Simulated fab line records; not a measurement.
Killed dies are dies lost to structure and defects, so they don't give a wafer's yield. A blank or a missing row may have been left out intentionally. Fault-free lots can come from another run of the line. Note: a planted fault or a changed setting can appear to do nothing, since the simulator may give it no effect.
Matching of chambers + flow n5-finfet + 4 sister chambers for N5_BEOL_M7_VIA_ETCH_34 on rie-diel-06
The step etches SiCOH lowk in C4F6/O2, target depth 125.5 nm, time 50.5 s. 14 wafers are shown with their chamber, then 7 later ones without.

## WAFERS, EACH WITH ITS CHAMBER
| wafer  | chamber | showerhead-plenum-p-Torr (Torr) | throttle-valve-pct (%) | oes_o_777_au (a.u.) |
|--------|---------|---------------------------------|------------------------|---------------------|
| L086.1 | 2       | 2.93                            | 21.01                  | 0.69                |
| L086.3 | 1       | 2.72                            | 21.08                  | 0.71                |
| L086.5 | 3       | 2.95                            | 20.74                  | 0.74                |
| L085.3 | 0       | 2.91                            | 20.47                  | 0.96                |
| L085.4 | 2       | 2.93                            | 21.02                  | 0.70                |
| L085.6 | 0       | 2.91                            | 20.46                  | 0.96                |
| L087.2 | 0       | 2.91                            | 20.47                  | 0.95                |
| L087.4 | 1       | 2.72                            | 21.09                  | 0.71                |
| L087.5 | 1       | 2.72                            | 21.10                  | 0.71                |
| L089.1 | 3       | 2.94                            | 20.76                  | 0.74                |
| L089.5 | 2       | 2.93                            | 21.03                  | 0.69                |
| L089.6 | 3       | 2.94                            | 20.75                  | 0.73                |
| L091.1 | 1       | 2.72                            | 21.10                  | 0.71                |
| L091.4 | 2       | 2.93                            | 21.03                  | 0.69                |

SIGNATURES (means of the wafers above)
| reading                  | chamber 0 | chamber 1 | chamber 2 | chamber 3 | scatter within a chamber |
|--------------------------|-----------|-----------|-----------|-----------|--------------------------|
| showerhead-plenum-p-Torr | 2.9100    | 2.7200    | 2.9300    | 2.9433    | 0.00258                  |
| throttle-valve-pct       | 20.4667   | 21.0925   | 21.0225   | 20.7500   | 0.00904                  |
| oes_o_777_au             | 0.9567    | 0.7100    | 0.6925    | 0.7367    | 0.00456                  |
Rule: for a wafer and a chamber, the distance is found by dividing, reading by reading, the gap between the wafer's reading and the chamber's mean by the reading's scatter, squaring, summing and taking the root. If the next closest chamber is less than 2 further off than the closest, the wafer can't be placed; otherwise it belongs to the closest. The scatter: take each reading less its chamber's mean, square it, sum over the shown wafers, divide by the number of wafers less the number of chambers, and take the root.

## WAFERS MISSING THEIR CHAMBER
| wafer  | showerhead-plenum-p-Torr (Torr) | throttle-valve-pct (%) | oes_o_777_au (a.u.) |
|--------|---------------------------------|------------------------|---------------------|
| L091.5 | 2.94                            | 20.74                  | 0.73                |
| L092.4 | 2.90                            | 20.49                  | 0.91                |
| L092.5 | 2.94                            | 20.77                  | 0.73                |
| L092.6 | 2.92                            | 21.04                  | 0.68                |
| L095.2 | 2.92                            | 21.05                  | 0.68                |
| L095.4 | 2.71                            | 21.11                  | 0.70                |
| L095.6 | 2.90                            | 20.50                  | 0.90                |

## THE CHAMBER EACH PASSED THROUGH
| wafer  | from the rows above | in truth |
|--------|---------------------|----------|
| L091.5 | 3                   | 3        |
| L092.4 | 0                   | 0        |
| L092.5 | 3                   | 3        |
| L092.6 | 2                   | 2        |
| L095.2 | 2                   | 2        |
| L095.4 | 1                   | 1        |
| L095.6 | 0                   | 0        |
7 of 7 placed correctly. Left unplaced by these rows: 0. 0 placed wrongly.
